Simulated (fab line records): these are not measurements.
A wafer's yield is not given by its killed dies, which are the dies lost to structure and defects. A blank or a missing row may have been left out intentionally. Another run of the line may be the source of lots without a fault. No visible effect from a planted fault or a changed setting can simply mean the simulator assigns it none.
fab line records ; flow nandHarc
record lots=11; wafers=33; lastDay=33
route steps=1302 shown A_CHANNEL_HOLE_D1@467 END@1302
lots untouched by any fault: they come from a run of this same line in which no faults occurred
startH: hours from the record's first day to the start of the lot's first wafer shown ; waitH: how many hours have passed since the lot's step before this one ; " the same as in the row above ; L1.1+2: a single row standing in for several wafers ; - no value, or no start was given ; * or withheld: withheld ; < > ~ a bound
route shown NAME@n: NAME is a module with steps in the file, n the number in the route of the first one ; usual: the fault-free wafers' mean and standard deviation ; same: alike in all rows ; chamber/n: place in a boat ; sites: per-site readings ; _std_site: the standard deviation of these ; _edge_site: inner sites' mean taken away from outer sites' mean ; radiusMm: for every site, how far away it sits from the centre of the wafer ; mask NAME#n: copy n ; behind: the most recent tool/chamber to have shaped the wafer ; hold: cause of the lot's hold/its duration in hours/its outcome ; device: the transistor (n, p or np) that didn't switch ; end of line: the same wafers' tests at the end of the route ; where a step has no rows: the recipe by itself ; killed: dies that structure and defects cost at the first sort, which is not the same as the wafer's yield ; map: the dies of a wafer, with x for killed, . for not killed, _ for no die there
set.NAME: setting as actually run; set.NAME@STEP: the setting as run at that earlier step ; model.NAME: the simulator's own value behind a step, which no gauge read
the route's steps for a sample of lots (tables are steps, rows are wafers)
services: from which hour (startH, from the record's first day; less than 0 if before it) a tool's chamber was out of use, for how many hours, and why
## steps
# step NHARC_A_CHANNEL_HOLE_D1_ETCH_39
# recipe targetDepthA=2600; overEtchFrac=0.3; timeS=325; ionEnergyEv=200; n2FlowSccm=150; h2FlowSccm=150; arFlowSccm=0; rfW=400; biasW=150; chemistry=N2/H2
# usual drypumpMotorCurrentA=5.9/0.42; oesProductAu=0.995/0.009; rfVppV=429.2/2.9; showerheadPlenumPTorr=2.00/0.095; throttleValvePct=14.171/0.01
lot.wafer;tool;chamber;startH;waitH;drypumpMotorCurrentA;oesProductAu;rfHoursCounterH;rfVppV;showerheadPlenumPTorr;throttleValvePct
L954.4;rieDiel-05;2;-;-;6.2;0.977;45;432.7;2.10;14.163
L954.1;rieDiel-05;0;-;-;6.7;0.980;42;428.1;1.93;14.175
L954.5;rieDiel-05;2;-;-;6.2;0.983;-;431.8;2.10;14.178
L955.1;rieDiel-08;0;-;-;5.5;1.009;13;426.1;1.91;14.170
L955.6;rieDiel-08;3;-;-;6.3;1.008;-;433.9;2.20;14.167
L955.5;rieDiel-08;0;-;-;5.5;1.004;-;427.1;1.91;14.186
L956.3;rieDiel-08;0;-;-;5.5;0.986;0;426.9;1.91;14.169
L956.4;rieDiel-08;2;-;-;5.6;0.992;0;429.8;2.02;14.168
L956.2;rieDiel-08;3;-;-;6.4;0.982;0;436.2;2.19;14.167
L957.2;rieDiel-08;0;-;-;5.5;0.992;1;426.7;1.91;14.167
L957.6;rieDiel-08;3;-;-;6.3;0.984;-;433.6;2.19;14.159
L957.5;rieDiel-08;0;-;-;5.5;0.985;-;427.3;1.91;14.171
L958.3;rieDiel-08;1;-;-;6.2;0.995;2;427.5;1.96;14.164
L958.1;rieDiel-08;0;-;-;5.5;0.989;2;426.1;1.91;14.175
L958.5;rieDiel-08;2;-;-;5.6;1.012;-;430.4;2.02;14.159
L962.3;rieDiel-08;3;-;-;6.3;0.997;5;435.9;2.19;14.182
L962.4;rieDiel-08;1;-;-;6.2;0.996;5;427.4;1.96;14.170
L962.5;rieDiel-08;3;-;-;6.4;0.992;-;434.5;2.19;14.168
L971.1;rieDiel-08;2;-;-;5.6;0.992;11;429.1;2.02;14.173
L971.3;rieDiel-08;1;-;-;6.2;0.985;14;428.2;1.96;14.171
L971.4;rieDiel-08;1;-;-;6.2;0.978;-;429.0;1.96;14.192
L970.1;rieDiel-05;1;-;-;5.3;1.011;29;427.5;1.95;14.170
L970.3;rieDiel-05;3;-;-;5.8;0.991;29;427.6;1.92;14.183
L970.6;rieDiel-05;1;-;-;5.3;1.019;-;427.5;1.95;14.168
L973.3;rieDiel-04;2;-;-;5.6;1.005;3;429.5;1.99;14.186
L973.5;rieDiel-04;1;-;-;5.7;0.999;-;431.5;2.06;14.187
L973.6;rieDiel-04;2;-;-;5.6;1.003;-;429.0;1.99;14.162
L975.2;rieDiel-08;2;-;-;5.6;0.990;2;428.4;2.02;14.170
L975.6;rieDiel-08;3;-;-;6.4;0.991;-;433.8;2.19;14.176
L975.5;rieDiel-08;0;-;-;5.5;0.990;-;427.7;1.90;14.172
L976.1;rieDiel-05;2;-;-;6.2;0.992;46;432.1;2.08;14.157
L976.5;rieDiel-05;2;-;-;6.2;0.988;-;431.5;2.08;14.168
L976.6;rieDiel-05;3;-;-;5.8;0.994;-;428.2;1.92;14.164
# step NHARC_A_CHANNEL_HOLE_D1_ETCH_26
# recipe biasV=300; sourceW=2000; pressureMtorr=30; timeS=224.1; arFlowSccm=375; c4f8FlowSccm=11.4; o2FlowSccm=113.6; tempC=-20; targetDepthA=3000; chemistry=C4F8/O2/Ar
# usual drypumpMotorCurrentA=5.3/0.47; heBacksideLeakSccm=6.1/0.48; showerheadPlenumPTorr=3.74/0.07; throttleValvePct=24.584/0.0097
lot.wafer;tool;chamber;startH;waitH;drypumpMotorCurrentA;heBacksideLeakSccm;rfHoursCounterH;showerheadPlenumPTorr;throttleValvePct
L954.1;harEtch-02;1;184.73;0.7;5.2;5.8;291;3.82;24.587
L954.4;harEtch-02;0;184.73;0.7;4.8;5.9;-;3.71;24.577
L954.5;harEtch-02;0;184.73;0.7;4.8;6.0;-;3.71;24.585
L955.1;harEtch-02;0;190.90;0.7;4.8;6.0;294;3.70;24.592
L955.6;harEtch-02;0;190.90;0.7;4.8;6.1;-;3.70;24.603
L955.5;harEtch-02;1;190.90;0.7;5.1;6.5;-;3.82;24.581
L956.2;harEtch-02;0;-;-;4.8;6.0;306;3.70;24.584
L956.3;harEtch-02;1;-;-;5.2;5.9;-;3.81;24.582
L956.4;harEtch-02;0;-;-;4.8;6.1;-;3.70;24.581
L957.2;harEtch-01;1;214.37;0.7;6.1;5.7;107;3.74;24.580
L957.5;harEtch-01;1;214.37;0.7;6.0;5.4;-;3.74;24.582
L957.6;harEtch-01;0;214.37;0.7;5.7;5.6;-;3.77;24.591
L958.1;harEtch-02;0;218.11;0.6;4.8;5.8;314;3.69;24.578
L958.3;harEtch-02;0;218.11;0.6;4.8;6.3;-;3.69;24.603
L958.5;harEtch-02;1;218.11;0.6;5.1;6.2;-;3.81;24.580
L962.3;harEtch-02;1;260.70;0.5;5.1;6.4;-;3.79;24.584
L962.4;harEtch-02;0;260.70;0.5;4.8;6.0;-;3.68;24.586
L962.5;harEtch-02;1;260.70;0.5;5.1;7.0;-;3.79;24.582
L971.1;harEtch-02;0;345.12;0.7;4.8;6.9;382;3.66;24.577
L971.3;harEtch-02;0;345.12;0.7;4.8;6.6;-;3.66;24.585
L971.4;harEtch-02;1;345.12;0.7;5.2;6.7;-;3.77;24.568
L970.1;harEtch-01;0;345.28;0.6;5.7;5.6;180;3.73;24.588
L970.3;harEtch-01;0;345.28;0.6;5.7;5.6;-;3.73;24.600
L970.6;harEtch-01;1;345.28;0.6;6.0;5.6;-;3.70;24.574
L973.3;harEtch-02;0;381.89;0.5;4.8;6.6;-;3.64;24.569
L973.6;harEtch-02;0;381.89;0.5;4.8;6.8;-;3.64;24.585
L973.5;harEtch-02;1;381.89;0.5;5.2;6.3;-;3.76;24.585
L975.2;harEtch-01;1;400.87;0.6;6.1;6.1;218;3.68;24.594
L975.5;harEtch-01;0;400.87;0.6;5.7;5.7;-;3.71;24.584
L975.6;harEtch-01;1;400.87;0.6;6.1;6.4;-;3.68;24.563
L976.1;harEtch-02;1;402.99;0.6;5.1;5.1;4;3.75;24.576
L976.5;harEtch-02;0;402.99;0.6;4.8;5.3;-;3.99;24.575
L976.6;harEtch-02;1;402.99;0.6;5.2;5.4;-;3.76;24.577
# step NHARC_A_CHANNEL_HOLE_D1_STRIP_42
# recipe cf4FlowSccm=100; chf3FlowSccm=30; arFlowSccm=0; biasW=0; chemistry=CF4/CHF3
lot.wafer;tool;chamber;startH;waitH
L954.1+4+5;rieDiel-08;1,0,1;185.55;0.1
L955.1+6+5;rieDiel-04;2,1,2;191.73;0.1
L956.2+3+4;rieDiel-05;3,0,2;207.51;0.1
L957.2+6+5;rieDiel-08;3,0,1;215.21;0.1
L958.1+3+5;rieDiel-08;3,1,0;218.90;0.1
L962.3+4+5;rieDiel-08;3,2,0;261.46;0.1
L971.1+3+4;rieDiel-08;2,0,0;345.96;0.1
L970.3+1+6;rieDiel-08;0,1,1;346.10;0.1
L973.3+5+6;rieDiel-05;0,2,3;382.65;0.1
L975.2+6+5;rieDiel-05;3,1,2;401.66;0.1
L976.1+6+5;rieDiel-04;0,0,1;403.78;0.1
# step NHARC_A_CHANNEL_HOLE_D1_STRIP_27
# recipe o2FlowSccm=500; arFlowSccm=0; biasW=0; chemistry=O2
# usual drypumpMotorCurrentA=5.9/0.42; oesProductAu=0.997/0.0099; rfVppV=57.7/0.88; showerheadPlenumPTorr=3.47/0.15; throttleValvePct=17.037/0.0086
lot.wafer;tool;chamber;startH;waitH;drypumpMotorCurrentA;oesProductAu;rfHoursCounterH;rfVppV;showerheadPlenumPTorr;throttleValvePct
L954.1;rieDiel-08;2;-;-;5.6;1.013;12;58.7;3.50;17.042
L954.4;rieDiel-08;0;-;-;5.5;1.004;13;56.4;3.32;17.037
L954.5;rieDiel-08;1;-;-;6.2;1.006;-;58.8;3.41;17.048
L955.1;rieDiel-04;0;-;-;6.6;1.006;0;57.8;3.62;17.033
L955.5;rieDiel-04;1;-;-;5.7;0.985;-;58.9;3.59;17.037
L955.6;rieDiel-04;2;-;-;5.6;0.998;-;58.6;3.49;17.042
L956.3;rieDiel-05;2;-;-;6.2;0.991;54;57.2;3.62;17.035
L956.4;rieDiel-05;3;-;-;5.8;1.001;53;57.5;3.36;17.034
L956.2;rieDiel-05;0;-;-;6.7;1.000;50;57.2;3.36;17.036
L957.2;rieDiel-08;2;-;-;5.6;0.996;2;58.1;3.50;17.037
L957.5;rieDiel-08;2;-;-;5.6;0.997;-;55.8;3.50;17.029
L957.6;rieDiel-08;3;-;-;6.3;0.985;-;58.3;3.77;17.026
L958.3;rieDiel-08;0;-;-;5.5;1.004;2;56.0;3.32;17.045
L958.1;rieDiel-08;1;-;-;6.2;1.001;2;56.4;3.41;17.029
L958.5;rieDiel-08;0;-;-;5.5;0.999;-;58.2;3.32;17.047
L962.3;rieDiel-08;2;-;-;5.6;0.986;6;58.6;3.50;17.032
L962.4;rieDiel-08;3;-;-;6.3;0.978;6;59.0;3.77;17.031
L962.5;rieDiel-08;3;-;-;6.4;0.991;-;58.5;3.77;17.049
L971.3;rieDiel-08;1;-;-;6.2;0.992;15;57.8;3.40;17.050
L971.1;rieDiel-08;2;-;-;5.6;0.998;12;58.2;3.50;17.035
L971.4;rieDiel-08;2;-;-;5.6;0.986;-;57.4;3.50;17.026
L970.1;rieDiel-08;0;-;-;5.5;0.985;16;57.0;3.31;17.036
L970.3;rieDiel-08;1;-;-;6.2;0.987;15;57.3;3.40;17.052
L970.6;rieDiel-08;2;-;-;5.6;0.985;-;58.0;3.50;17.032
L973.3;rieDiel-05;2;-;-;6.2;0.985;43;57.8;3.59;17.028
L973.6;rieDiel-05;0;-;-;6.7;1.005;-;57.3;3.33;17.040
L973.5;rieDiel-05;1;-;-;5.3;0.998;-;57.8;3.38;17.017
L975.2;rieDiel-05;1;-;-;5.3;0.999;49;56.9;3.38;17.034
L975.6;rieDiel-05;1;-;-;5.3;0.999;-;56.9;3.38;17.037
L975.5;rieDiel-05;2;-;-;6.2;0.984;-;57.3;3.59;17.032
L976.1;rieDiel-04;1;-;-;5.7;1.011;14;57.0;3.55;17.052
L976.6;rieDiel-04;3;-;-;5.6;0.990;-;58.2;3.30;17.050
L976.5;rieDiel-04;0;-;-;6.6;1.013;-;57.9;3.58;17.049
# step NHARC_A_CHANNEL_HOLE_D1_INSPECT_40
# usual rawDefectCount=78/31
lot.wafer;tool;chamber;startH;waitH;rawDefectCount
L954.1;defectInspect-01;-;186.67;-;134
L954.4;defectInspect-01;-;186.67;-;96
L954.5;defectInspect-01;-;186.67;-;97
L955.1;defectInspect-01;-;192.84;-;83
L955.5;defectInspect-01;-;192.84;-;108
L955.6;defectInspect-01;-;192.84;-;70
L956.2;defectInspect-02;-;208.61;-;84
L956.3;defectInspect-02;-;208.61;-;90
L956.4;defectInspect-02;-;208.61;-;87
L957.2;defectInspect-02;-;216.30;-;31
L957.5;defectInspect-02;-;216.30;-;39
L957.6;defectInspect-02;-;216.30;-;48
L958.1;defectInspect-01;-;220.01;-;91
L958.3;defectInspect-01;-;220.01;-;113
L958.5;defectInspect-01;-;220.01;-;106
L962.3;defectInspect-01;-;262.56;-;91
L962.4;defectInspect-01;-;262.56;-;100
L962.5;defectInspect-01;-;262.56;-;103
L971.1;defectInspect-02;-;347.22;-;1232
L971.3;defectInspect-02;-;347.22;-;1319
L971.4;defectInspect-02;-;347.22;-;1271
L970.1;defectInspect-01;-;348.28;-;1223
L970.3;defectInspect-01;-;348.28;-;1196
L970.6;defectInspect-01;-;348.28;-;1214
L973.3;defectInspect-02;-;383.76;-;72
L973.5;defectInspect-02;-;383.76;-;107
L973.6;defectInspect-02;-;383.76;-;73
L975.2;defectInspect-01;-;402.78;-;40
L975.5;defectInspect-01;-;402.78;-;79
L975.6;defectInspect-01;-;402.78;-;74
L976.1;defectInspect-02;-;404.90;-;33
L976.5;defectInspect-02;-;404.90;-;44
L976.6;defectInspect-02;-;404.90;-;28
# step NHARC_END_SORT_01
# recipe tempC=25
# usual killedAtArray=62/15; killedAtOther=0.8/1; killedAtPeriphery=3.7/2.6; killedDies=66/15; killedOpen=3.1/1.8; killedShort=2.6/1.7
# same grossDies=677
lot.wafer;tool;chamber;startH;waitH;killedAtArray;killedAtOther;killedAtPeriphery;killedDies;killedOpen;killedShort
L970.1;prober-02;0;713.81;2.5;96;1;5;102;6;4
L970.3;prober-02;0;715.40;3.1;102;0;7;109;5;3
L970.6;prober-02;0;717.78;4.0;91;1;7;99;5;5
L971.1;prober-02;0;727.84;2.5;96;1;1;98;2;2
L971.3;prober-02;0;729.44;3.1;99;0;4;103;2;2
L971.4;prober-02;0;730.24;3.4;88;0;2;90;3;6
# killed by level:class
L970.1 A_CHANNEL_HOLE_D1:unspecified=40 A_SLIT:chamberFilmFlake=32 A_CHANNEL_HOLE_D1:chamberFilmFlake=10 A_STAIRCASE:chamberFilmFlake=3 P_GATE:geometricParticle:open=2 A_ONON_D2:geometricParticle:short=2 P_BONDPAD:chamberFilmFlake=2 A_BLC:chamberFilmFlake=2
L970.3 A_CHANNEL_HOLE_D1:unspecified=47 A_SLIT:chamberFilmFlake=29 A_CHANNEL_HOLE_D1:chamberFilmFlake=10 A_STAIRCASE:chamberFilmFlake=5 P_CONTACT:geometricParticle:open=2 P_GATE:chamberFilmFlake=2 P_BONDPAD:chamberFilmFlake=2 A_BLC:chamberFilmFlake=2
L970.6 A_CHANNEL_HOLE_D1:unspecified=41 A_SLIT:chamberFilmFlake=24 A_CHANNEL_HOLE_D1:chamberFilmFlake=10 A_STAIRCASE:chamberFilmFlake=5 P_BONDPAD:chamberFilmFlake=4 P_M1:geometricParticle:open=2 A_ONON_D2:geometricParticle:short=2 A_CONTACT:geometricParticle:open=2
L971.1 A_CHANNEL_HOLE_D1:unspecified=42 A_CHANNEL_HOLE_D1:chamberFilmFlake=35 A_CONTACT:chamberFilmFlake=5 A_ZERO_WELL:chamberFilmFlake=5 A_WL_FILL:chamberFilmFlake=2 A_DECK1_JOINT:geometricParticle:open=1 A_ONON_D2:geometricParticle:short=1 A_WL_FILL:geometricParticle:short=1
L971.3 A_CHANNEL_HOLE_D1:unspecified=49 A_CHANNEL_HOLE_D1:chamberFilmFlake=31 A_WL_FILL:chamberFilmFlake=5 A_CONTACT:chamberFilmFlake=5 A_ZERO_WELL:chamberFilmFlake=3 A_BLC:chamberFilmFlake=2 P_CONTACT:geometricParticle:short=1 P_M2:geometricParticle:short=1
L971.4 A_CHANNEL_HOLE_D1:unspecified=42 A_CHANNEL_HOLE_D1:chamberFilmFlake=26 A_CONTACT:chamberFilmFlake=4 A_ZERO_WELL:chamberFilmFlake=3 A_SLIT:chamberFilmFlake=3 A_ONON_D1:geometricParticle:open=2 A_M0:geometricParticle:short=2 P_M0:geometricParticle:open=1
## services
tool;chamber;startH;hours;kind
rieDiel-08;0;169.98;-;clean
rieDiel-08;1;169.98;-;clean
rieDiel-05;0;174.01;4.1;repair
rieDiel-04;-;180.72;9.0;pm
rieDiel-05;0;185.82;1.2;repair
rieDiel-08;-;190.80;9.0;pm
rieDiel-04;1;213.66;2.2;repair
rieDiel-05;-;229.66;9.0;pm
rieDiel-08;-;235.63;0.2;repair
rieDiel-05;3;264.60;8.2;repair
rieDiel-08;-;267.18;4.9;repair
rieDiel-08;1;282.07;4.5;repair
rieDiel-05;-;296.14;1.3;repair
rieDiel-05;-;313.51;12.1;repair
rieDiel-08;2;317.57;15.8;repair
rieDiel-08;3;318.71;36.2;repair
rieDiel-08;0;351.33;5.7;repair
rieDiel-04;-;357.72;9.0;pm
rieDiel-08;-;367.80;9.0;pm
rieDiel-05;-;379.33;0.6;repair
rieDiel-08;3;381.38;3.0;repair
harEtch-02;-;382.21;17.0;pm
rieDiel-05;2;387.19;2.6;repair
rieDiel-04;2;396.83;6.5;repair
## key
firstSign step=NHARC_A_CHANNEL_HOLE_D1_INSPECT_40; reading=rawDefectCount; direction=up; sigmas=38; usual=78; struck=1242
effect step=NHARC_END_SORT_01; reading=killedAtArray; direction=up; sigmas=2.2; usual=62; struck=95
moreKillsBornAt NHARC_A_CHANNEL_HOLE_D1_STRIP_42@rieDiel-08=261
metAt NHARC_A_CHANNEL_HOLE_D1_STRIP_42
struckLots L970,L971
testerLeftOut L970,L971
notActingAt NHARC_A_CHANNEL_HOLE_D1_ETCH_39,NHARC_A_CHANNEL_HOLE_D1_ETCH_26,NHARC_A_CHANNEL_HOLE_D1_STRIP_27
onsetBetween 261.46 345.96
fault kind=chamberParticleSource; tool=rieDiel-08; chamber=-; onsetH=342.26; steps=NHARC_A_CHANNEL_HOLE_D1_STRIP_42; ratePerVisitCm2=1.7926; endH=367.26
# testerLeftOut: of these lots the tester's yield and bins aren't shown, on N5 and GAA mostly nor the transistor test; their killed dies are dies lost to structure and defects alone, not to doping, threshold or leakage, so they don't give the yield
